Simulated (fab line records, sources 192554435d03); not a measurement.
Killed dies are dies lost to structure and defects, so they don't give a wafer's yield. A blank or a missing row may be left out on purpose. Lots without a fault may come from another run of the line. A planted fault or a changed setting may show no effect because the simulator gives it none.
fab line records | flow n5_finfet
record lots=10 wafers=28 last_day=18
route steps=1938 shown BEOL_M12@1656 BEOL_M13@1670 PASSIVATION@1936
lots that met no fault: from a run of the same line without faults
start_h: hours from the record's first day to the start of the lot's first wafer shown | wait_h: hours since the lot's step before | " the same as in the row above | L1.1+2: a row that stands for several wafers | - no value, or no start given | * or withheld: withheld | < > ~ a bound
route shown NAME@n: a module of which the file shows steps, and the number in the route of the first | usual: mean/standard deviation of fault-free wafers | same: alike in all rows | chamber/n: place in a boat | sites: the reading at each site | _std_site: their standard deviation | _edge_site: outer sites' mean less inner sites' | radius_mm: how far each site lies from the wafer's centre | mask NAME#n: copy n | behind: the tool/chamber that last shaped the wafer | hold: why the lot was held/for how many hours/how that ended | device: the transistor (n, p or np) that didn't switch | end of line: the same wafers' tests at the end of the route | a step without rows: its recipe alone | killed: dies lost to structure and defects at the first sort, not the wafer's yield | map: a wafer's dies, x killed, . not, _ none there
set.NAME: the setting as run; set.NAME@STEP: as run at that earlier step | model.NAME: the simulator's own value behind a step, which no gauge read
steps of the route over a sample of lots; a table a step, a row a wafer
services: from which hour (start_h, from the record's first day; less than 0 if before it) a tool's chamber was out of use, for how many hours, and why
## steps
# step N5_BEOL_M12_DEP_53
# recipe material=SiCN target_thk_a=300 temp_c=withheld precursor=3MS/NH3 pressure_torr=3 rf_w=675 time_s=10.5
# usual rf_fwd_power_W=666/4.1 showerhead_plenum_p_Torr=4.156/0.015 throttle_valve_pct=17.7/0.83
# columns lot.wafer tool chamber start_h wait_h rf_fwd_power_W showerhead_plenum_p_Torr throttle_valve_pct
L403.1 pecvd-03 1 243.93 0.0 664 4.161 19.4
L403.3 " 2 " " 666 4.147 16.4
L403.4 " 2 " " 665 4.168 16.0
L410.1 pecvd-04 1 282.04 0.0 666 4.157 17.1
L410.3 " 2 " " 668 4.152 17.3
L410.4 " 1 " " 667 4.167 17.4
L411.2 pecvd-01 0 298.51 0.0 664 4.168 18.3
L411.4 " 1 " " 661 4.138 18.2
L411.5 " 2 " " 670 4.179 16.4
L413.1 pecvd-04 1 301.80 0.0 663 4.171 17.3
L413.5 " 0 " " 659 4.152 18.3
L413.6 " 2 " " 666 4.153 17.4
L412.4 pecvd-01 1 301.81 0.0 661 4.135 17.9
L412.5 " 2 " " 672 4.171 16.3
L414.2 pecvd-04 1 316.32 0.0 667 4.173 17.2
L414.3 " 2 " " 667 4.154 17.2
L414.4 " 2 " " 663 4.147 17.4
L416.1 pecvd-01 1 331.35 0.0 661 4.145 18.3
L416.6 " 0 " " 674 4.165 18.3
L419.2 pecvd-01 0 346.62 0.0 673 4.167 18.4
L419.3 " 1 " " 659 4.126 18.5
L419.5 " 1 " " 660 4.127 18.1
L426.3 pecvd-01 1 374.36 0.0 660 4.126 18.1
L426.5 " 2 " " 666 4.179 16.4
L426.6 " 0 " " 672 4.168 18.7
L420.3 pecvd-01 1 394.81 0.0 664 4.132 18.1
L420.4 " 1 " " 661 4.129 18.2
L420.5 " 0 " " 671 4.170 18.4
# step N5_BEOL_M13_OVL_MEAS_11
# recipe points_per_wafer=44
# usual V12_OVL=3/4.9
# columns lot.wafer tool chamber start_h wait_h V12_OVL[nm]
L403.1 overlay-01 0 244.66 0.0 -3
L403.3 " 0 " " 5
L403.4 " 0 " " -5
L410.1 overlay-01 0 282.78 0.0 -4
L410.3 " 0 " " -2
L410.4 " 0 " " 3
L411.2 overlay-01 0 299.24 0.0 2
L411.4 " 0 " " -1
L411.5 " 0 " " 6
L413.1 overlay-01 0 302.41 0.0 1
L413.5 " 0 " " 2
L413.6 " 0 " " 0
L412.4 overlay-01 0 302.47 0.0 0
L412.5 " 0 " " 6
L414.2 overlay-02 0 316.93 0.0 0
L414.3 " 0 " " -3
L414.4 " 0 " " 6
L416.1 overlay-01 0 332.23 0.0 8
L416.6 " 0 " " 5
L419.2 overlay-01 0 347.28 0.0 3
L419.3 " 0 " " -7
L419.5 " 0 " " -2
L426.3 overlay-01 0 375.09 0.0 16
L426.5 " 0 " " 11
L426.6 " 0 " " 7
L420.3 overlay-01 0 395.55 0.0 -2
L420.4 " 0 " " 4
L420.5 " 0 " " 1
# step N5_BEOL_M13_ETCH_59
# recipe chemistry=N2/H2 target=BARC target_depth_a=890 overetch_a=267 time_s=67.9 ion_energy_ev=200 pressure_mtorr=30 source_w=840 bias_w=150 n2_flow_sccm=200 h2_flow_sccm=200
# usual drypump_motor_current_A=5.8/0.42 h2_flow_sccm=199.9/0.57 n2_flow_sccm=199.9/0.59 oes_product_au=0.68/0.068 rf_fwd_power_W=833.3/2.7 rf_vpp_V=524.6/2.4 showerhead_plenum_p_Torr=2.57/0.083 throttle_valve_pct=18.00/0.23
# columns lot.wafer tool chamber start_h wait_h drypump_motor_current_A h2_flow_sccm n2_flow_sccm oes_product_au rf_fwd_power_W rf_hours_counter_h rf_vpp_V showerhead_plenum_p_Torr throttle_valve_pct
L403.1 rie_diel-03 1 244.76 0.0 6.1 199.5 199.9 0.63 836.8 183 523.3 2.52 17.92
L403.3 " 3 " " 5.6 199.9 198.9 0.61 830.9 197 522.7 2.52 17.94
L403.4 " 2 " " 6.1 199.5 200.4 0.61 831.4 235 526.2 2.61 18.15
L410.1 rie_diel-06 0 284.56 0.0 5.8 200.6 198.9 0.77 832.0 25 527.3 2.59 17.99
L410.3 " 1 " " 6.4 200.4 200.1 0.63 835.3 191 526.4 2.65 18.53
L410.4 " 3 " " 5.9 199.7 199.7 0.69 832.6 117 522.1 2.46 18.00
L411.2 rie_diel-06 3 299.33 0.0 5.9 199.0 200.2 0.68 830.0 122 520.7 2.46 17.99
L411.4 " 1 " " 6.4 199.8 200.1 0.63 835.2 197 526.4 2.65 18.53
L411.5 " 3 " " 5.9 200.0 200.1 0.69 834.8 - 522.0 2.46 18.00
L413.1 rie_diel-06 1 302.66 0.0 6.4 200.3 199.0 0.62 835.2 198 526.0 2.65 18.53
L413.5 " 2 " " 5.4 200.2 200.5 0.77 828.7 - 529.2 2.69 17.66
L413.6 " 1 " " 6.4 199.4 199.7 0.63 835.3 - 526.4 2.65 18.56
L412.4 rie_diel-06 1 302.96 0.0 6.3 199.6 200.1 0.63 836.3 198 526.8 2.65 18.56
L412.5 " 0 " " 5.8 200.4 200.0 0.76 835.8 - 524.5 2.59 18.02
L414.2 rie_diel-03 1 317.02 0.0 6.1 200.8 200.9 0.62 833.1 206 523.6 2.51 17.96
L414.3 " 0 " " 5.9 200.2 199.6 0.66 837.8 133 524.9 2.56 18.03
L414.4 " 1 " " 6.1 200.5 199.6 0.62 830.7 - 521.7 2.51 17.95
L416.1 rie_diel-06 3 332.54 0.0 5.9 199.9 199.9 0.68 840.2 136 520.6 2.46 18.02
L416.6 " 1 " " 6.3 199.6 199.7 0.63 836.9 - 524.5 2.64 18.59
L419.2 rie_diel-03 0 347.43 0.0 5.9 200.3 200.4 0.65 830.6 145 524.1 2.55 18.05
L419.3 " 1 " " 6.1 199.5 201.0 0.60 837.4 217 524.7 2.51 17.98
L419.5 " 0 " " 5.9 200.0 199.6 0.65 833.1 - 524.0 2.55 18.07
L426.3 rie_diel-05 1 375.18 0.0 5.4 199.3 200.3 0.62 830.4 189 521.6 2.41 17.84
L426.5 " 0 " " 6.8 199.4 199.5 0.66 833.1 - 527.6 2.64 17.76
L426.6 " 1 " " 5.4 200.0 199.9 0.62 835.3 - 520.8 2.41 17.82
L420.3 rie_diel-05 0 395.67 0.0 6.8 201.2 200.0 0.66 837.5 161 525.9 2.64 17.78
L420.4 " 1 " " 5.4 199.8 200.6 0.62 832.2 196 520.4 2.41 17.85
L420.5 " 2 " " 5.1 199.9 199.9 0.69 835.8 - 522.5 2.48 18.23
# step N5_BEOL_M13_STRIP_63
# recipe chemistry=N2/H2 power_w=1000 temp_c=250 h2_frac=0.65 overash_fraction=0.3 pressure_mtorr=1000 n2_flow_sccm=1750 h2_flow_sccm=3250
# usual drypump_motor_current_A=5.34/0.27 h2_flow_sccm=3250/10 heater_power_w=355/15 n2_flow_sccm=1750/4.9 oes_product_au=0.674/0.0045 strip_time_to_endpoint_s=27.7/0.96
# columns lot.wafer tool chamber start_h wait_h drypump_motor_current_A h2_flow_sccm heater_power_w n2_flow_sccm oes_product_au rf_hours_counter_h strip_time_to_endpoint_s
L403.1 plasma_asher-01 0 245.04 - 5.47 3256 340 1755 0.666 71 28.8
L403.3 " 0 " " 5.47 3254 330 1748 0.669 - 28.1
L403.4 " 1 " " 5.67 3240 365 1750 0.681 - 28.1
L410.1 plasma_asher-01 0 284.85 - 5.46 3250 339 1757 0.675 79 28.0
L410.3 " 1 " " 5.65 3241 370 1749 0.674 - 27.5
L410.4 " 0 " " 5.46 3248 333 1761 0.674 - 25.8
L411.2 plasma_asher-02 1 299.62 - 5.17 3257 369 1744 0.676 120 28.2
L411.4 " 0 " " 4.97 3259 345 1756 0.674 - 26.6
L411.5 " 1 " " 5.16 3263 374 1752 0.674 - 27.6
L413.1 plasma_asher-02 0 302.95 - 4.96 3247 341 1751 0.678 120 29.6
L413.5 " 0 " " 4.97 3255 352 1760 0.673 - 27.0
L413.6 " 1 " " 5.15 3259 377 1753 0.670 - 27.8
L412.4 plasma_asher-01 1 303.27 - 5.70 3256 364 1746 0.679 - 28.4
L412.5 " 1 " " 5.71 3246 372 1751 0.683 - 28.9
L414.2 plasma_asher-02 0 317.32 - 4.97 3251 348 1745 0.673 123 28.2
L414.3 " 1 " " 5.15 3248 370 1751 0.674 - 28.3
L414.4 " 0 " " 4.99 3253 345 1750 0.676 - 26.0
L416.1 plasma_asher-01 1 332.83 - 5.69 3247 373 1751 0.679 90 29.6
L416.6 " 1 " " 5.67 3260 365 1746 0.656 - 17.3
L419.2 plasma_asher-01 1 347.72 - 5.64 3259 364 1756 0.672 92 27.8
L419.3 " 0 " " 5.47 3264 341 1750 0.672 - 28.6
L419.5 " 1 " " 5.64 3235 369 1753 0.676 - 26.8
L426.3 plasma_asher-01 0 375.49 - 5.46 3235 338 1753 0.664 - 28.1
L426.5 " 0 " " 5.46 3242 335 1749 0.669 - 27.6
L426.6 " 1 " " 5.68 3239 357 1749 0.669 - 26.7
L420.3 plasma_asher-02 0 395.98 - 4.98 3251 359 1752 0.675 - 28.7
L420.4 " 1 " " 5.15 3250 375 1745 0.678 - 28.3
L420.5 " 0 " " 4.97 3248 349 1753 0.670 - 26.9
# step N5_BEOL_M13_CD_MEAS_17
# recipe target_cd_nm=190 polarity=opening
# usual cd_nm=190.5/1.4
# columns lot.wafer tool chamber start_h wait_h cd_nm
L403.1 cd_sem-03 - 245.25 0.0 189.8
L403.3 " - " " 189.9
L403.4 " - " " 188.4
L410.1 cd_sem-03 - 285.05 0.0 189.8
L410.3 " - " " 189.1
L410.4 " - " " 190.8
L411.2 cd_sem-02 - 299.83 0.0 190.0
L411.4 " - " " 189.6
L411.5 " - " " 190.9
L413.1 cd_sem-02 - 303.15 0.0 192.0
L413.5 " - " " 191.8
L413.6 " - " " 191.0
L412.4 cd_sem-03 - 303.46 0.0 192.1
L412.5 " - " " 191.0
L414.2 cd_sem-01 - 317.53 0.0 190.0
L414.3 " - " " 191.5
L414.4 " - " " 191.3
L416.1 cd_sem-03 - 333.04 0.0 189.8
L416.6 " - " " 196.3
L419.2 cd_sem-01 - 347.92 0.0 190.9
L419.3 " - " " 190.3
L419.5 " - " " 192.1
L426.3 cd_sem-03 - 375.68 0.0 190.0
L426.5 " - " " 191.4
L426.6 " - " " 190.6
L420.3 cd_sem-03 - 396.17 0.0 189.7
L420.4 " - " " 189.2
L420.5 " - " " 191.3
# step N5_BEOL_M13_CD_MEAS_28
# recipe target_cd_nm=209.5 landing_energy_ev=500 detector=se_inlens
# usual cd_nm=209.4/1
# columns lot.wafer tool chamber start_h wait_h cd_nm
L403.1 cd_sem-03 0 245.70 - 209.8
L403.3 " 0 " " 210.6
L403.4 " 0 " " 210.4
L410.1 cd_sem-02 0 285.38 - 210.1
L410.3 " 0 " " 210.2
L410.4 " 0 " " 207.9
L411.2 cd_sem-01 0 300.28 - 208.3
L411.4 " 0 " " 208.4
L411.5 " 0 " " 208.2
L413.1 cd_sem-03 0 303.48 - 209.2
L413.5 " 0 " " 208.1
L413.6 " 0 " " 207.4
L412.4 cd_sem-01 0 303.79 - 208.7
L412.5 " 0 " " 208.3
L414.2 cd_sem-01 0 317.86 - 209.7
L414.3 " 0 " " 210.1
L414.4 " 0 " " 210.4
L416.1 cd_sem-01 0 333.37 - 208.4
L416.6 " 0 " " 208.3
L419.2 cd_sem-02 0 348.25 - 210.1
L419.3 " 0 " " 210.1
L419.5 " 0 " " 209.9
L426.3 cd_sem-03 0 376.13 - 208.9
L426.5 " 0 " " 209.4
L426.6 " 0 " " 209.1
L420.3 cd_sem-01 0 396.49 - 212.2
L420.4 " 0 " " 210.3
L420.5 " 0 " " 210.8
# step N5_PASSIVATION_PROBE_49
# usual defect_limited_yield=91.0/1.5 killed_at_M0_to_M3=35/11 killed_at_M4_up=13/6 killed_at_contacts=14/6.5 killed_at_front_end=40/12 killed_at_other=4/3.4 killed_dies=106/18 killed_open=68/14 killed_short=35/7.7 sort_bin_5_function=5.2/0.98 sort_bin_6_memory=3.4/0.72 sort_n_pass=1074/18 sort_yield_pct=91.0/1.5
# same gross_dies=1180 killed_at_back_side=0 sort_bin_4_leakage[%]=0 sort_bin_8_speed[%]=0
# columns lot.wafer tool chamber start_h wait_h defect_limited_yield[%] killed_at_M0_to_M3 killed_at_M4_up killed_at_contacts killed_at_front_end killed_at_other killed_dies killed_open killed_short sort_bin_5_function[%] sort_bin_6_memory[%] sort_n_pass sort_yield_pct[%]
L403.1 prober-02 - 289.74 0.0 90.2 35 21 8 49 3 116 69 39 6.8 2.9 1064 90.2
L403.3 prober-02 - 289.84 0.1 90.2 42 12 8 48 6 116 78 36 6.1 3.2 1064 90.2
L403.4 prober-02 - 289.89 0.2 89.8 37 16 16 49 2 120 83 34 6.4 3.5 1060 89.8
L411.2 prober-01 - 335.60 0.1 90.9 24 18 15 48 2 107 66 39 5.4 3.1 1073 90.9
L411.4 prober-01 - 335.70 0.2 93.6 24 9 7 28 8 76 51 23 3.5 2.6 1104 93.6
L411.5 prober-01 - 335.75 0.2 92.7 19 9 12 38 8 86 51 35 4.4 2.7 1094 92.7
L413.1 prober-02 - 337.74 0.0 93.6 19 6 12 35 4 76 48 28 3.7 2.5 1104 93.6
L413.5 prober-02 - 337.94 0.2 94.7 18 11 8 21 4 62 30 29 3.1 1.8 1118 94.7
L413.6 prober-02 - 337.99 0.3 91.1 33 12 8 34 18 105 57 43 4.9 3.5 1075 91.1
L412.4 prober-01 - 345.20 0.2 91.2 36 14 16 37 1 104 69 34 5.4 3.1 1076 91.2
L412.5 prober-01 - 345.25 0.2 91.0 29 19 31 26 1 106 69 36 5.4 3.2 1074 91.0
L414.2 prober-02 - 352.08 0.1 93.5 22 12 10 24 9 77 48 28 3.6 2.5 1103 93.5
L414.3 prober-02 - 352.13 0.1 94.0 18 9 11 31 2 71 46 24 3.6 2.3 1109 94.0
L414.4 prober-02 - 352.18 0.2 94.5 18 10 9 23 5 65 41 23 3.3 1.9 1115 94.5
L410.1 prober-02 - 361.89 0.0 90.4 34 11 15 44 9 113 81 30 6.0 3.2 1067 90.4
L410.3 prober-02 - 361.99 0.1 90.7 9 11 10 79 1 110 69 38 5.3 3.6 1070 90.7
L410.4 prober-02 - 362.04 0.2 90.8 21 13 12 56 7 109 77 30 5.7 3.4 1071 90.8
L416.1 prober-02 - 366.57 0.0 90.8 30 23 14 40 1 108 77 29 5.2 3.6 1072 90.8
L416.6 prober-02 - 366.82 0.3 89.4 23 28 17 54 3 125 74 49 6.6 3.7 1055 89.4
L419.2 prober-01 - 379.59 0.1 90.3 58 16 13 27 1 115 66 46 5.4 3.7 1065 90.3
L419.3 prober-01 - 379.64 0.1 94.2 25 13 9 22 0 69 43 23 3.6 2.0 1111 94.2
L419.5 prober-01 - 379.74 0.2 90.4 28 28 12 43 2 113 70 38 5.6 3.2 1067 90.4
L426.3 prober-01 - 407.87 0.4 89.7 51 7 29 29 5 121 89 31 5.8 4.0 1059 89.7
L426.5 prober-01 - 407.97 0.5 89.1 48 6 26 47 2 129 85 42 6.4 4.3 1051 89.1
L426.6 prober-01 - 408.02 0.6 90.4 33 6 28 44 2 113 66 41 5.3 3.7 1067 90.4
# killed by level:class
L403.1 STI_FIN_REVEAL:geometric_particle:open=14 FIN_SAQP:geometric_particle:short=10 BEOL_M3:geometric_particle:open=9 FIN_SAQP:geometric_particle:open=8 MOL_CONTACT_COAG:geometric_particle:open=7 BEOL_M2:geometric_particle:open=5 BEOL_M0_SAQP:geometric_particle:short=5 STARTING-WAFER:geometric_particle:short=5
L403.3 STI_FIN_REVEAL:geometric_particle:open=21 BEOL_M2:geometric_particle:open=11 FIN_SAQP:geometric_particle:short=9 BEOL_M0_SAQP:geometric_particle:open=8 STI_FIN_REVEAL:geometric_particle:short=6 BEOL_M1:geometric_particle:open=6 BEOL_M3:geometric_particle:open=6 MOL_CONTACT_COAG:geometric_particle:open=5
L403.4 STI_FIN_REVEAL:geometric_particle:open=16 MOL_CONTACT_COAG:geometric_particle:open=12 FIN_SAQP:geometric_particle:open=10 BEOL_M3:geometric_particle:open=9 FIN_SAQP:geometric_particle:short=7 BEOL_M2:geometric_particle:open=7 BEOL_M0_SAQP:geometric_particle:short=6 BEOL_M0_SAQP:geometric_particle:open=6
L411.2 MOL_CONTACT_COAG:geometric_particle:open=13 STI_FIN_REVEAL:geometric_particle:open=10 BEOL_M0_SAQP:geometric_particle:open=8 STI_FIN_REVEAL:geometric_particle:short=8 FIN_SAQP:geometric_particle:open=7 BEOL_M3:geometric_particle:open=7 BEOL_M4:geometric_particle:short=6 FIN_SAQP:geometric_particle:short=5
L411.4 FIN_SAQP:geometric_particle:open=7 BEOL_M3:geometric_particle:open=7 MOL_CONTACT_COAG:geometric_particle:open=6 BEOL_M1:geometric_particle:open=5 BEOL_M5:geometric_particle:open=5 FIN_SAQP:geometric_particle:short=4 GATE_CUT:geometric_particle:open=3 GATE_CUT:geometric_particle:short=3
L411.5 MOL_CONTACT_COAG:geometric_particle:open=11 FIN_SAQP:geometric_particle:open=10 BEOL_M0_SAQP:geometric_particle:short=8 BEOL_M4:geometric_particle:open=6 FIN_SAQP:geometric_particle:short=5 BEOL_M0_SAQP:geometric_particle:open=5 GATE_CUT:geometric_particle:short=4 GATE_CUT:geometric_particle:open=4
L413.1 STI_FIN_REVEAL:geometric_particle:open=9 DUMMY_GATE:geometric_particle:open=8 MOL_CONTACT_COAG:geometric_particle:open=8 BEOL_M0_SAQP:geometric_particle:short=6 FIN_SAQP:geometric_particle:open=4 FIN_SAQP:geometric_particle:short=4 BEOL_M2:geometric_particle:open=4 MOL_CONTACT_COAG:geometric_particle:short=4
L413.5 MOL_CONTACT_COAG:geometric_particle:open=6 BEOL_M4:geometric_particle:short=5 FIN_SAQP:geometric_particle:short=4 DUMMY_GATE:geometric_particle:open=4 BEOL_M2:geometric_particle:open=4 STARTING-WAFER:geometric_particle:short=4 BEOL_M0_SAQP:geometric_particle:open=3 BEOL_M0_SAQP:geometric_particle:short=3
L413.6 FIN_SAQP:geometric_particle:short=9 MIM_TOP_ETCH:geometric_particle:short=9 BEOL_M1:geometric_particle:open=9 MOL_CONTACT_COAG:geometric_particle:open=7 FIN_SAQP:geometric_particle:open=6 BEOL_M0_SAQP:geometric_particle:short=6 MIM_TOP_ETCH:geometric_particle:open=6 BEOL_M0_SAQP:geometric_particle:open=5
L412.4 MOL_CONTACT_COAG:geometric_particle:open=13 BEOL_M3:geometric_particle:open=8 BEOL_M1:geometric_particle:short=8 SPACER0:geometric_particle:open=6 BEOL_M0_SAQP:geometric_particle:open=6 STARTING-WAFER:geometric_particle:open=6 STI_FIN_REVEAL:geometric_particle:open=5 BEOL_M0_SAQP:geometric_particle:short=5
L412.5 MOL_CONTACT_COAG:geometric_particle:open=24 BEOL_M0_SAQP:geometric_particle:short=10 BEOL_M0_SAQP:geometric_particle:open=8 GATE_CUT:geometric_particle:short=7 MOL_CONTACT_COAG:geometric_particle:short=7 GATE_CUT:geometric_particle:open=5 BEOL_M5:geometric_particle:open=5 FIN_SAQP:geometric_particle:open=4
L414.2 MOL_CONTACT_COAG:geometric_particle:open=7 STI_FIN_REVEAL:geometric_particle:open=6 BEOL_M3:geometric_particle:open=6 ILD0:geometric_particle:open=4 ILD0:geometric_particle:short=4 BEOL_M1:geometric_particle:open=4 BEOL_M1:geometric_particle:short=4 BEOL_M5:geometric_particle:open=4
L414.3 MOL_CONTACT_COAG:geometric_particle:open=7 STARTING-WAFER:geometric_particle:open=7 DUMMY_GATE:geometric_particle:open=4 GATE_CUT:geometric_particle:short=4 MOL_CONTACT_COAG:geometric_particle:short=4 BEOL_M2:geometric_particle:open=4 BEOL_M3:geometric_particle:open=4 FIN_SAQP:geometric_particle:open=3
L414.4 BEOL_M0_SAQP:geometric_particle:open=8 DUMMY_GATE:geometric_particle:open=6 MOL_CONTACT_COAG:geometric_particle:open=6 FIN_SAQP:geometric_particle:short=4 BEOL_M1:geometric_particle:open=4 STI_FIN_REVEAL:geometric_particle:open=3 MOL_CONTACT_COAG:geometric_particle:short=3 PASS1_CAP:geometric_particle:short=3
L410.1 MOL_CONTACT_COAG:geometric_particle:open=13 STI_FIN_REVEAL:geometric_particle:open=10 GATE_CUT:geometric_particle:short=10 BEOL_M2:geometric_particle:open=9 BEOL_M3:geometric_particle:open=8 GATE_CUT:geometric_particle:open=7 FIN_SAQP:geometric_particle:open=6 BEOL_M0_SAQP:geometric_particle:short=6
L410.3 STI_FIN_REVEAL:geometric_particle:open=23 FIN_SAQP:geometric_particle:open=14 FIN_SAQP:geometric_particle:short=10 GATE_CUT:geometric_particle:short=8 DUMMY_GATE:geometric_particle:open=7 MOL_CONTACT_COAG:geometric_particle:open=7 BEOL_M4:geometric_particle:open=6 STI_FIN_REVEAL:geometric_particle:short=4
L410.4 STI_FIN_REVEAL:geometric_particle:open=21 GATE_CUT:geometric_particle:short=10 MOL_CONTACT_COAG:geometric_particle:open=9 BEOL_M3:geometric_particle:open=8 FIN_SAQP:geometric_particle:open=6 BEOL_M0_SAQP:geometric_particle:open=5 BEOL_M4:geometric_particle:open=4 DUMMY_GATE:geometric_particle:open=4
L416.1 MOL_CONTACT_COAG:geometric_particle:open=12 BEOL_M1:geometric_particle:open=12 DUMMY_GATE:geometric_particle:open=9 BEOL_M4:geometric_particle:open=7 STI_FIN_REVEAL:geometric_particle:open=6 FIN_SAQP:geometric_particle:open=4 STI_FIN_REVEAL:geometric_particle:short=4 DUMMY_GATE:geometric_particle:short=4
L416.6 FIN_SAQP:geometric_particle:short=17 MOL_CONTACT_COAG:geometric_particle:open=13 BEOL_M4:geometric_particle:open=11 STI_FIN_REVEAL:geometric_particle:open=8 GATE_CUT:geometric_particle:open=7 BEOL_M0_SAQP:geometric_particle:open=7 BEOL_M4:geometric_particle:short=6 BEOL_M3:geometric_particle:open=5
L419.2 BEOL_M0_SAQP:geometric_particle:open=19 BEOL_M0_SAQP:geometric_particle:short=17 MOL_CONTACT_COAG:geometric_particle:open=10 BEOL_M4:geometric_particle:open=10 FIN_SAQP:geometric_particle:short=6 BEOL_M1:geometric_particle:open=5 BEOL_M3:geometric_particle:open=5 FIN_SAQP:geometric_particle:open=4
L419.3 BEOL_M0_SAQP:geometric_particle:open=8 MOL_CONTACT_COAG:geometric_particle:open=7 BEOL_M0_SAQP:geometric_particle:short=5 BEOL_M2:geometric_particle:open=5 STI_FIN_REVEAL:geometric_particle:open=4 GATE_CUT:geometric_particle:short=4 BEOL_M4:geometric_particle:open=3 BEOL_M1:geometric_particle:open=3
L419.5 FIN_SAQP:geometric_particle:short=14 BEOL_M4:geometric_particle:open=12 FIN_SAQP:geometric_particle:open=8 STI_FIN_REVEAL:geometric_particle:open=7 MOL_CONTACT_COAG:geometric_particle:open=7 BEOL_M0_SAQP:geometric_particle:short=7 BEOL_M0_SAQP:geometric_particle:open=6 MOL_CONTACT_COAG:geometric_particle:short=5
L426.3 MOL_CONTACT_COAG:geometric_particle:open=22 BEOL_M2:geometric_particle:open=17 BEOL_M1:geometric_particle:open=12 BEOL_M0_SAQP:geometric_particle:open=9 MOL_CONTACT_COAG:geometric_particle:short=7 FIN_SAQP:geometric_particle:short=6 FIN_SAQP:geometric_particle:open=5 DUMMY_GATE:geometric_particle:open=5
L426.5 MOL_CONTACT_COAG:geometric_particle:open=21 BEOL_M0_SAQP:geometric_particle:open=12 BEOL_M1:geometric_particle:open=11 FIN_SAQP:geometric_particle:open=10 FIN_SAQP:geometric_particle:short=9 BEOL_M3:geometric_particle:open=9 STI_FIN_REVEAL:geometric_particle:open=7 GATE_CUT:geometric_particle:short=6
L426.6 MOL_CONTACT_COAG:geometric_particle:open=20 BEOL_M0_SAQP:geometric_particle:open=10 BEOL_M0_SAQP:geometric_particle:short=10 FIN_SAQP:geometric_particle:open=9 GATE_CUT:geometric_particle:short=8 FIN_SAQP:geometric_particle:short=6 MOL_CONTACT_COAG:geometric_particle:short=6 STI_FIN_REVEAL:geometric_particle:open=5
## services
# columns tool chamber start_h hours kind
pecvd-04 0 223.66 2.1 scheduled_down
rie_diel-06 - 230.51 0.5 repair
pecvd-04 1 235.87 5.5 scheduled_down
pecvd-04 2 237.47 1.8 repair
rie_diel-06 2 237.70 13.5 repair
pecvd-01 0 248.25 4.4 repair
pecvd-03 1 249.05 5.5 scheduled_down
pecvd-01 1 260.05 5.9 repair
rie_diel-03 - 272.44 14.6 pm
pecvd-03 - 273.89 2.8 pm
rie_diel-03 2 302.30 - clean
rie_diel-03 2 302.30 - consumable_replace:focus_ring
rie_diel-03 2 302.30 18.9 scheduled_down
rie_diel-03 2 302.30 18.9 vent_cycle
rie_diel-05 3 311.98 18.2 repair
rie_diel-05 2 324.13 30.9 repair
pecvd-04 1 378.30 10.9 repair
rie_diel-06 0 381.91 6.4 repair
rie_diel-03 0 382.74 5.6 repair
rie_diel-03 1 386.53 2.1 repair
pecvd-04 1 389.33 - clean
pecvd-04 1 389.33 - consumable_replace:showerhead
pecvd-04 1 389.33 29.0 scheduled_down
pecvd-04 1 389.33 29.0 vent_cycle
## key
first_sign step=N5_BEOL_M13_STRIP_63 reading=strip_time_to_endpoint_s direction=down sigmas=11 usual=* struck=*
effect step=N5_BEOL_M13_STRIP_63 reading=oes_product_au direction=down sigmas=3.9 usual=0.674 struck=0.656
effect step=N5_BEOL_M13_CD_MEAS_17 reading=cd_nm direction=up sigmas=4.2 usual=190.5 struck=196.3
met_at N5_BEOL_M13_ETCH_59
struck_lots L416
struck_wafers L416.6
not_acting_at N5_BEOL_M12_DEP_53,N5_BEOL_M13_OVL_MEAS_11,N5_BEOL_M13_CD_MEAS_28
onset_between 302.96 332.54
fault kind=process_parameter_drift tool=rie_diel-06 chamber=- onset_h=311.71 steps=N5_BEOL_M13_ETCH_59 channel=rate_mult offset=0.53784 shape=step end_h=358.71 scope=struck_wafers_only
